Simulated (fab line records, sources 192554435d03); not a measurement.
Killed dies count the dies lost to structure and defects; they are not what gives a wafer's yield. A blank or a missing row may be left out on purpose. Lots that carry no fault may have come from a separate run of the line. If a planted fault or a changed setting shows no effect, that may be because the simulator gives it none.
fab line records    flow n5-finfet
record lots=14  wafers=41  last-day=17
route steps=1938 shown BEOL_M0_SAQP@662
lots that met no fault: taken from a fault-free run of the same line
start-h: hours from the record's first day to the start of the lot's first wafer shown    wait-h: hours since the lot's step before    " identical to the entry in the row above    L1.1+2: a single row standing in for several wafers    - no value, or no start given    * or withheld: withheld    < > ~ a bound
route shown NAME@n: names a module that has steps shown in the file, with the first one's number in the route    usual: average and standard deviation across the fault-free wafers    same: alike in all rows    chamber/n: place in a boat    sites: each site's reading    _std_site: the standard deviation of these    _edge_site: the outer-site mean with the inner-site mean subtracted    radius-mm: how far each site lies from the wafer's centre    mask NAME#n: copy n    behind: the last tool/chamber to shape the wafer    hold: what put the lot on hold/how long, in hours/how the hold closed    device: whichever transistor did not switch (one of n, p or np)    end of line: tests of these same wafers at the route's end    a step given without rows: its recipe and nothing more    killed: not the wafer's yield, but the dies lost to structure and defects at the first sort    map: shows each die of a wafer: x if killed, . if not, _ if none is there
set.NAME: the setting that was run; set.NAME@STEP: the one run at that earlier step    model.NAME: the simulator's own value behind a step, which no gauge read
steps of the route over a sample of lots; a table a step, a row a wafer
services: the hour from which a tool's chamber was out of use, counted from the record's first day as start-h (under 0 if before that day), plus the number of hours and why
## steps
# step N5_BEOL_M0_SAQP_RECESS_114
# recipe chemistry=HF/NH3  target=SiO2  target-depth-a=144  afs-cycles=3  temp-c=30  sublimation-temp-c=180  sublimation-time-s=60
# usual drypump-motor-current-A=6.0/0.43  foreline-p-Torr=0.1279/0.00063
lot.wafer  tool           chamber  start-h  wait-h  drypump-motor-current-A  foreline-p-Torr
L167.1     vapor-etch-02  1        114.51   0.0     6.5                      0.1275
L167.3     "              1        "        "       6.5                      0.1275
L167.5     "              0        "        "       5.4                      0.1275
L168.1     vapor-etch-02  0        120.35   1.0     5.5                      0.1280
L168.3     "              1        "        "       6.5                      0.1264
L168.5     "              1        "        "       6.5                      0.1280
L176.2     vapor-etch-01  0        167.18   0.1     6.1                      0.1280
L176.3     "              0        "        "       6.0                      0.1277
L176.5     "              0        "        "       6.1                      0.1278
L177.3     vapor-etch-02  0        175.09   0.1     5.5                      0.1272
L177.4     "              1        "        "       6.5                      0.1286
L177.6     "              1        "        "       6.5                      0.1280
L178.1     vapor-etch-01  0        178.50   0.0     6.1                      0.1281
L178.3     "              0        "        "       6.1                      0.1271
L178.4     "              0        "        "       6.1                      0.1278
L179.1     vapor-etch-01  0        184.59   0.0     6.1                      0.1279
L179.3     "              0        "        "       6.0                      0.1280
L179.6     "              0        "        "       6.1                      0.1282
L180.1     vapor-etch-02  0        191.56   0.0     5.4                      0.1277
L180.3     "              0        "        "       5.4                      0.1279
L180.5     "              0        "        "       5.4                      0.1281
L181.4     vapor-etch-01  0        198.07   0.4     6.1                      0.1281
L181.5     "              0        "        "       6.1                      0.1280
L181.6     "              0        "        "       6.1                      0.1277
L183.2     vapor-etch-02  0        208.65   0.0     5.5                      0.1283
L183.3     "              1        "        "       6.5                      0.1269
L183.4     "              0        "        "       5.4                      0.1276
L184.2     vapor-etch-02  1        237.00   0.0     6.5                      0.1273
L184.5     "              1        "        "       6.5                      0.1267
L184.6     "              0        "        "       5.5                      0.1283
L185.2     vapor-etch-01  0        237.27   0.1     6.1                      0.1286
L185.4     "              0        "        "       6.1                      0.1281
L185.5     "              0        "        "       6.1                      0.1281
L186.1     vapor-etch-02  0        237.36   0.1     5.5                      0.1283
L186.4     "              1        "        "       6.5                      0.1276
L186.6     "              1        "        "       6.5                      0.1276
L187.1     vapor-etch-02  1        237.72   0.3     6.5                      0.1278
L187.3     "              1        "        "       6.5                      0.1280
L187.4     "              0        "        "       5.5                      0.1277
L189.5     vapor-etch-02  0        251.68   0.3     5.5                      0.1279
L189.6     "              1        "        "       6.5                      0.1289
# step N5_BEOL_M0_SAQP_ETCH_102
# recipe chemistry=CF4  target=SiO2  target-depth-a=40  ion-energy-ev=350  time-s=4.4  pressure-mtorr=10  icp-w=800  bias-w=400  cf4-flow-sccm=80
# usual chamber-pressure-mTorr=10.001/0.0077  drypump-motor-current-A=5.5/0.43  oes-product-au=0.996/0.027  throttle-valve-pct=21.65/0.27
lot.wafer  tool       chamber  start-h  wait-h  chamber-pressure-mTorr  drypump-motor-current-A  oes-product-au  rf-hours-counter-h  throttle-valve-pct
L167.1     rie-si-02  0        116.24   0.1     10.010                  5.9                      0.964           4                   22.18
L167.3     "          3        "        "       9.998                   5.5                      0.963           8                   21.57
L167.5     "          1        "        "       9.988                   5.7                      0.998           -                   21.13
L168.1     rie-si-02  3        121.56   0.1     10.006                  5.5                      0.954           8                   21.58
L168.3     "          0        "        "       10.009                  5.9                      0.958           4                   22.20
L168.5     "          0        "        "       10.002                  5.9                      0.957           -                   22.20
L176.2     rie-si-04  2        168.62   0.1     10.006                  5.0                      1.027           129                 21.80
L176.3     "          0        "        "       10.004                  5.8                      0.960           7                   21.99
L176.5     "          2        "        "       10.006                  5.1                      1.023           -                   21.80
L177.3     rie-si-04  2        176.39   0.1     10.010                  5.1                      1.025           130                 21.79
L177.4     "          0        "        "       10.008                  5.8                      0.975           7                   22.02
L177.6     "          2        "        "       10.009                  5.1                      1.027           -                   21.79
L178.1     rie-si-02  1        180.99   0.1     10.010                  5.7                      1.004           56                  21.14
L178.3     "          2        "        "       10.000                  5.4                      1.023           62                  21.62
L178.4     "          3        "        "       9.995                   5.5                      0.958           9                   21.57
L179.1     rie-si-04  2        187.39   0.1     10.003                  5.0                      1.020           130                 21.78
L179.3     "          0        "        "       10.001                  5.8                      0.966           7                   22.01
L179.6     "          0        "        "       10.000                  5.9                      0.961           -                   22.00
L180.1     rie-si-01  0        192.93   0.1     10.001                  6.1                      1.029           9                   21.40
L180.3     "          3        "        "       9.997                   6.5                      0.987           3                   21.58
L180.5     "          2        "        "       10.008                  4.8                      1.063           -                   21.64
L181.4     rie-si-04  1        199.29   0.1     10.008                  5.8                      0.994           60                  21.62
L181.5     "          3        "        "       10.016                  5.1                      0.990           -                   21.53
L181.6     "          0        "        "       9.998                   5.8                      0.971           -                   21.98
L183.2     rie-si-02  2        210.11   0.1     9.990                   5.3                      1.018           63                  21.63
L183.3     "          1        "        "       9.997                   5.7                      0.996           57                  21.14
L183.4     "          3        "        "       9.995                   5.5                      0.956           10                  21.57
L184.2     rie-si-04  2        238.20   0.1     9.992                   5.0                      1.014           131                 21.79
L184.5     "          2        "        "       10.006                  5.0                      1.021           -                   21.80
L184.6     "          3        "        "       9.995                   5.1                      0.984           -                   21.54
L186.1     rie-si-04  0        238.59   0.1     9.998                   5.8                      0.960           8                   22.00
L186.4     "          2        "        "       10.002                  5.1                      1.022           131                 21.78
L186.6     "          3        "        "       9.990                   5.1                      0.985           -                   21.56
L185.2     rie-si-02  3        238.76   0.1     10.003                  5.5                      0.965           10                  21.57
L185.4     "          0        "        "       9.996                   5.8                      0.970           7                   22.20
L185.5     "          1        "        "       10.001                  5.8                      0.999           -                   21.13
L187.1     rie-si-04  3        238.92   0.1     10.005                  5.1                      0.988           138                 21.54
L187.3     "          2        "        "       9.999                   5.0                      1.020           131                 21.79
L187.4     "          0        "        "       10.002                  5.8                      0.967           8                   22.00
L189.5     rie-si-01  0        252.67   0.0     10.000                  6.1                      1.031           -                   21.40
L189.6     "          3        "        "       10.011                  6.5                      0.988           -                   21.58
# step N5_BEOL_M0_SAQP_SPACER2_ALD_26
# recipe material=SiO2  target-thk-a=150  temp-c=300  ald-precursor-family=BDEAS  ald-co-reactant=O2-plasma  pulse-time-s=1  purge-time-s=2  co-reactant-purge-time-s=2  pressure-torr=2
# usual heater-power-outer-w=270/39  heater-power-w=476/62  precursor-pulse-height-rel=1.001/0.02
lot.wafer  tool        chamber  start-h  wait-h  heater-power-outer-w  heater-power-w  precursor-pulse-height-rel
L167.1     ald-sin-03  3        117.14   0.1     235                   440             0.984
L167.3     "           2        "        "       281                   464             1.026
L167.5     "           1        "        "       254                   432             0.938
L168.1     ald-sin-01  3        122.44   0.1     276                   467             0.989
L168.3     "           1        "        "       254                   447             0.960
L168.5     "           0        "        "       257                   438             1.002
L176.2     ald-sin-03  2        169.97   0.2     269                   466             0.992
L176.3     "           1        "        "       249                   426             1.014
L176.5     "           3        "        "       240                   433             0.974
L177.3     ald-sin-01  0        177.25   0.1     265                   437             0.998
L177.4     "           2        "        "       238                   443             0.978
L177.6     "           2        "        "       239                   452             1.002
L178.1     ald-sin-01  3        182.46   0.2     281                   481             1.000
L178.3     "           2        "        "       239                   443             1.013
L178.4     "           1        "        "       252                   446             1.045
L179.1     ald-sin-02  2        189.78   0.9     236                   440             0.963
L179.3     "           1        "        "       371                   637             1.031
L179.6     "           0        "        "       277                   525             1.023
L180.1     ald-sin-03  3        194.28   0.2     235                   427             1.026
L180.3     "           0        "        "       256                   451             1.025
L180.5     "           2        "        "       295                   483             1.007
L181.4     ald-sin-03  1        201.34   0.1     239                   408             1.022
L181.5     "           2        "        "       298                   486             1.009
L181.6     "           3        "        "       237                   419             1.020
L183.2     ald-sin-02  3        210.97   0.1     260                   487             0.988
L183.3     "           1        "        "       368                   637             0.987
L183.4     "           0        "        "       271                   535             0.991
L184.2     ald-sin-02  1        240.60   0.8     374                   633             0.993
L184.5     "           0        "        "       278                   545             1.027
L184.6     "           1        "        "       375                   652             0.984
L185.2     ald-sin-02  3        241.12   1.2     261                   484             1.000
L185.4     "           0        "        "       285                   535             1.028
L185.5     "           1        "        "       377                   652             1.002
L186.1     ald-sin-01  1        241.31   1.4     242                   448             1.005
L186.4     "           3        "        "       295                   474             0.997
L186.6     "           3        "        "       284                   479             1.026
L187.1     ald-sin-02  3        241.65   1.6     266                   472             0.999
L187.3     "           2        "        "       240                   446             1.038
L187.4     "           1        "        "       368                   637             0.977
L189.5     ald-sin-02  0        253.84   0.3     274                   531             0.970
L189.6     "           1        "        "       377                   646             0.992
# step N5_BEOL_M0_SAQP_PEB_38
# recipe peb-temp-c=100  peb-time-s=60  resist=CAR-EUV
# usual chill-plate-temp-C=22.98/0.095  exhaust-pa=45.0/0.92
lot.wafer  tool            chamber  start-h  wait-h  chill-plate-temp-C  exhaust-pa
L167.1     litho-track-03  0        118.28   0.1     22.91               44.6
L167.3     "               0        "        "       23.00               44.9
L167.5     "               0        "        "       22.90               44.3
L168.1     litho-track-05  0        123.44   0.1     22.98               45.5
L168.3     "               0        "        "       22.93               44.1
L168.5     "               0        "        "       22.99               43.9
L176.2     litho-track-05  -        170.96   0.1     -                   -
L176.3     "               -        "        "       -                   -
L176.5     "               -        "        "       -                   -
L177.3     litho-track-03  -        178.24   0.0     -                   -
L177.4     "               -        "        "       -                   -
L177.6     "               -        "        "       -                   -
L178.1     litho-track-02  0        183.51   0.1     23.07               43.8
L178.3     "               0        "        "       22.91               44.1
L178.4     "               0        "        "       23.05               43.8
L179.1     litho-track-02  0        190.89   0.1     22.91               46.3
L179.3     "               0        "        "       22.95               45.9
L179.6     "               0        "        "       22.88               45.4
L180.1     litho-track-05  0        195.39   0.1     22.97               44.6
L180.3     "               0        "        "       22.99               44.3
L180.5     "               0        "        "       23.09               43.2
L181.4     litho-track-05  0        202.46   0.0     22.91               44.1
L181.5     "               0        "        "       22.85               43.3
L181.6     "               0        "        "       22.91               44.7
L183.2     litho-track-03  0        211.96   0.1     22.96               46.2
L183.3     "               0        "        "       23.00               45.6
L183.4     "               0        "        "       23.15               45.3
L184.2     litho-track-03  0        242.02   0.1     23.01               44.1
L184.5     "               0        "        "       23.07               44.2
L184.6     "               0        "        "       22.95               44.1
L185.2     litho-track-03  0        242.24   0.1     23.04               45.3
L185.4     "               0        "        "       23.04               46.0
L185.5     "               0        "        "       22.97               45.2
L186.1     litho-track-03  0        242.30   0.1     22.85               43.9
L186.4     "               0        "        "       22.94               44.6
L186.6     "               0        "        "       23.05               45.3
L187.1     litho-track-03  0        242.76   0.1     23.07               43.8
L187.3     "               0        "        "       23.02               45.2
L187.4     "               0        "        "       23.01               45.1
L189.5     litho-track-03  0        254.69   0.0     22.95               44.8
L189.6     "               0        "        "       22.98               45.2
## services
tool            chamber  start-h  hours  kind
litho-track-02  -        92.12    -      consumable-replace:filter
ald-sin-02      3        95.33    2.5    repair
ald-sin-01      0        99.43    -      clean
ald-sin-01      1        99.43    -      clean
ald-sin-01      2        99.43    -      clean
ald-sin-01      3        99.43    -      clean
ald-sin-01      -        103.42   0.9    repair
rie-si-02       2        119.16   18.9   repair
rie-si-01       1        129.08   2.1    repair
rie-si-01       -        144.24   2.8    pm
rie-si-04       0        145.61   4.8    repair
vapor-etch-01   -        160.23   4.3    pm
vapor-etch-01   -        168.04   0.6    repair
ald-sin-03      -        176.75   14.0   pm
ald-sin-03      0        176.75   14.0   vent-cycle
ald-sin-03      1        176.75   19.9   vent-cycle
ald-sin-03      2        176.75   14.0   vent-cycle
ald-sin-03      3        176.75   14.0   vent-cycle
ald-sin-03      0        190.75   -      clean
ald-sin-03      2        190.75   -      clean
ald-sin-03      3        190.75   -      clean
ald-sin-03      0        207.35   4.5    repair
ald-sin-03      0        219.36   18.2   repair
litho-track-05  -        250.92   -      consumable-replace:filter
## key
first-sign step=N5_BEOL_M0_SAQP_PEB_38  reading=tool-record  direction=missing
effect none on later readings
met-at N5_BEOL_M0_SAQP_PEB_38
struck-lots L176,L177
later-rows-left-out L176.2,L176.3,L176.5,L177.3,L177.4,L177.6
sort-left-out L176.2,L176.3,L176.5,L177.3,L177.4,L177.6
not-acting-at N5_BEOL_M0_SAQP_RECESS_114,N5_BEOL_M0_SAQP_ETCH_102,N5_BEOL_M0_SAQP_SPACER2_ALD_26
onset-between 123.44 170.96
fault kind=skipped-step-whole  tool=litho-track-03,litho-track-05  chamber=-  onset-h=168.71  steps=N5_BEOL_M0_SAQP_PEB_38  scope=struck-lots-only
# sort-left-out: the simulated sort isn't trusted on such a fault, so these wafers' sort isn't shown, and their yield isn't known
# later-rows-left-out: the simulator's readings of these wafers behind a module that went badly wrong aren't trusted and aren't shown, but for the sort
